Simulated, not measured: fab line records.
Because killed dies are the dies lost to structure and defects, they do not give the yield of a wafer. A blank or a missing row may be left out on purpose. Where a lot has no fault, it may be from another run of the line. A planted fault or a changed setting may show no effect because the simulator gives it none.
Matching of chambers :: flow n5 finfet :: pecvd-01 running N5_BEOL_M4_PECVD_72: 3 sister chambers
The step deposits SiO2 from TEOS/O2, target thk 16 nm, time 18 s. 22 wafers are shown with their chamber, then 11 later ones without.

WAFERS, EACH WITH ITS CHAMBER
wafer: L074.4
chamber: 1
showerhead plenum p Torr (Torr): 8.91
throttle valve pct (%): 22.1
heater power w (W): 872

wafer: L074.5
chamber: 2
showerhead plenum p Torr (Torr): 8.78
throttle valve pct (%): 23.8
heater power w (W): 1025

wafer: L074.6
chamber: 0
showerhead plenum p Torr (Torr): 8.94
throttle valve pct (%): 22.2
heater power w (W): 716

wafer: L076.2
chamber: 1
showerhead plenum p Torr (Torr): 8.92
throttle valve pct (%): 22.0
heater power w (W): 814

wafer: L076.4
chamber: 0
showerhead plenum p Torr (Torr): 8.92
throttle valve pct (%): 22.4
heater power w (W): 629

wafer: L076.6
chamber: 2
showerhead plenum p Torr (Torr): 8.80
throttle valve pct (%): 23.9
heater power w (W): 1015

wafer: L079.1
chamber: 0
showerhead plenum p Torr (Torr): 8.94
throttle valve pct (%): 22.2
heater power w (W): 645

wafer: L079.4
chamber: 0
showerhead plenum p Torr (Torr): 8.93
throttle valve pct (%): 22.3
heater power w (W): 656

wafer: L079.6
chamber: 2
showerhead plenum p Torr (Torr): 8.80
throttle valve pct (%): 24.0
heater power w (W): 923

wafer: L080.1
chamber: 1
showerhead plenum p Torr (Torr): 8.91
throttle valve pct (%): 22.0
heater power w (W): 901

wafer: L080.3
chamber: 2
showerhead plenum p Torr (Torr): 8.81
throttle valve pct (%): 24.0
heater power w (W): 986

wafer: L080.4
chamber: 1
showerhead plenum p Torr (Torr): 8.93
throttle valve pct (%): 21.8
heater power w (W): 892

wafer: L081.2
chamber: 1
showerhead plenum p Torr (Torr): 8.91
throttle valve pct (%): 22.0
heater power w (W): 786

wafer: L081.4
chamber: 1
showerhead plenum p Torr (Torr): 8.90
throttle valve pct (%): 22.0
heater power w (W): 782

wafer: L081.6
chamber: 2
showerhead plenum p Torr (Torr): 8.80
throttle valve pct (%): 23.9
heater power w (W): 855

wafer: L083.2
chamber: 0
showerhead plenum p Torr (Torr): 8.93
throttle valve pct (%): 22.7
heater power w (W): 587

wafer: L083.4
chamber: 1
showerhead plenum p Torr (Torr): 8.92
throttle valve pct (%): 22.2
heater power w (W): 791

wafer: L083.5
chamber: 2
showerhead plenum p Torr (Torr): 8.81
throttle valve pct (%): 24.0
heater power w (W): 877

wafer: L082.1
chamber: 1
showerhead plenum p Torr (Torr): 8.92
throttle valve pct (%): 21.8
heater power w (W): 833

wafer: L082.4
chamber: 1
showerhead plenum p Torr (Torr): 8.90
throttle valve pct (%): 22.1
heater power w (W): 848

wafer: L082.6
chamber: 2
showerhead plenum p Torr (Torr): 8.80
throttle valve pct (%): 24.0
heater power w (W): 963

wafer: L087.4
chamber: 1
showerhead plenum p Torr (Torr): 8.90
throttle valve pct (%): 22.2
heater power w (W): 854

SIGNATURES, as means of the wafers listed above
reading: showerhead plenum p Torr
chamber 0: 8.9320
chamber 1: 8.9120
chamber 2: 8.8000
scatter within a chamber: 0.00984

reading: throttle valve pct
chamber 0: 22.360
chamber 1: 22.020
chamber 2: 23.943
scatter within a chamber: 0.142

reading: heater power w
chamber 0: 646.60
chamber 1: 837.30
chamber 2: 949.14
scatter within a chamber: 52.4
Rule: a wafer's distance from a chamber is the root of the sum, over the readings, of the square of ((its reading less the chamber's mean) divided by the reading's scatter). The wafer belongs to the nearest chamber; if the next one is less than 2 further off, it can't be placed. How the scatter is found: for the shown wafers, subtract from each reading the mean of its chamber, square and add these, divide the total by (wafers less chambers), then take the root.

WAFERS WHOSE CHAMBER IS MISSING
wafer: L087.5
showerhead plenum p Torr (Torr): 8.79
throttle valve pct (%): 24.0
heater power w (W): 1025

wafer: L087.6
showerhead plenum p Torr (Torr): 8.93
throttle valve pct (%): 22.0
heater power w (W): 681

wafer: L088.1
showerhead plenum p Torr (Torr): 8.94
throttle valve pct (%): 22.2
heater power w (W): 686

wafer: L088.2
showerhead plenum p Torr (Torr): 8.92
throttle valve pct (%): 22.0
heater power w (W): 762

wafer: L088.6
showerhead plenum p Torr (Torr): 8.90
throttle valve pct (%): 22.2
heater power w (W): 768

wafer: L093.1
showerhead plenum p Torr (Torr): 8.94
throttle valve pct (%): 22.3
heater power w (W): 652

wafer: L093.3
showerhead plenum p Torr (Torr): 8.79
throttle valve pct (%): 24.4
heater power w (W): 998

wafer: L093.5
showerhead plenum p Torr (Torr): 8.80
throttle valve pct (%): 24.2
heater power w (W): 1008

wafer: L092.1
showerhead plenum p Torr (Torr): 8.92
throttle valve pct (%): 22.5
heater power w (W): 705

wafer: L092.3
showerhead plenum p Torr (Torr): 8.93
throttle valve pct (%): 21.9
heater power w (W): 779

wafer: L092.6
showerhead plenum p Torr (Torr): 8.94
throttle valve pct (%): 22.4
heater power w (W): 690

WHICH CHAMBER EACH ONE RAN IN
wafer: L087.5
from the rows above: 2
in truth: 2

wafer: L087.6
from the rows above: can't be placed: 0 or 1
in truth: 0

wafer: L088.1
from the rows above: 0
in truth: 0

wafer: L088.2
from the rows above: can't be placed: 1 or 0
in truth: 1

wafer: L088.6
from the rows above: can't be placed: 1 or 0
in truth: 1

wafer: L093.1
from the rows above: 0
in truth: 0

wafer: L093.3
from the rows above: 2
in truth: 2

wafer: L093.5
from the rows above: 2
in truth: 2

wafer: L092.1
from the rows above: 0
in truth: 0

wafer: L092.3
from the rows above: can't be placed: 1 or 0
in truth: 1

wafer: L092.6
from the rows above: 0
in truth: 0
Correctly placed: 7 of 11. From these rows, 4 cannot be placed; in 4 the true chamber is one of the candidates. Number placed wrongly: 0.
